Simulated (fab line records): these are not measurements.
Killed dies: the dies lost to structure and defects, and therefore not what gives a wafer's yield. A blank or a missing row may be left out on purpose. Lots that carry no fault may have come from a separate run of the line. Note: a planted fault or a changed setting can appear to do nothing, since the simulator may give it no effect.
Matching of chambers / flow nand_harc / pecvd-03 running NHARC_A_STAIRCASE_DEP_156: 3 sister chambers
The step deposits SiNx, target thk 50 nm. 3 wafers are shown with their chamber, then 8 later ones without.

WAFERS, EACH WITH ITS CHAMBER
wafer=L090.6; chamber=1; heater_power_w (W)=738
wafer=L088.4; chamber=0; heater_power_w (W)=614
wafer=L095.1; chamber=2; heater_power_w (W)=862

WAFERS WITH NO CHAMBER GIVEN
wafer=L095.5; heater_power_w (W)=663
wafer=L095.6; heater_power_w (W)=879
wafer=L093.1; heater_power_w (W)=932
wafer=L093.2; heater_power_w (W)=665
wafer=L093.4; heater_power_w (W)=663
wafer=L097.3; heater_power_w (W)=591
wafer=L097.5; heater_power_w (W)=810
wafer=L097.6; heater_power_w (W)=717

EACH ONE'S CHAMBER
wafer=L095.5; from the rows above=can't be placed: 0 or 1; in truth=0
wafer=L095.6; from the rows above=2; in truth=2
wafer=L093.1; from the rows above=2; in truth=2
wafer=L093.2; from the rows above=can't be placed: 0 or 1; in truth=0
wafer=L093.4; from the rows above=can't be placed: 0 or 1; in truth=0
wafer=L097.3; from the rows above=0; in truth=0
wafer=L097.5; from the rows above=can't be placed: 2 or 1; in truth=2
wafer=L097.6; from the rows above=can't be placed: 1 or 0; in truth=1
Placed correctly: 3 of 8. From these rows, 5 cannot be placed; in 5 the true chamber is one of the candidates. 0 placed wrongly.
How it was worked out, from the rows above alone: a wafer's distance from a chamber is the root of the sum, over the readings, of the square of ((its reading less the chamber's mean) divided by the reading's scatter). If the next closest chamber is less than 2 further off than the closest, the wafer can't be placed; otherwise it belongs to the closest. Each chamber's mean is taken over the wafers shown for it. The scatter (one wafer shown for each chamber): square how far every hidden wafer sits from the nearest shown wafer, average those squares and take the square root.
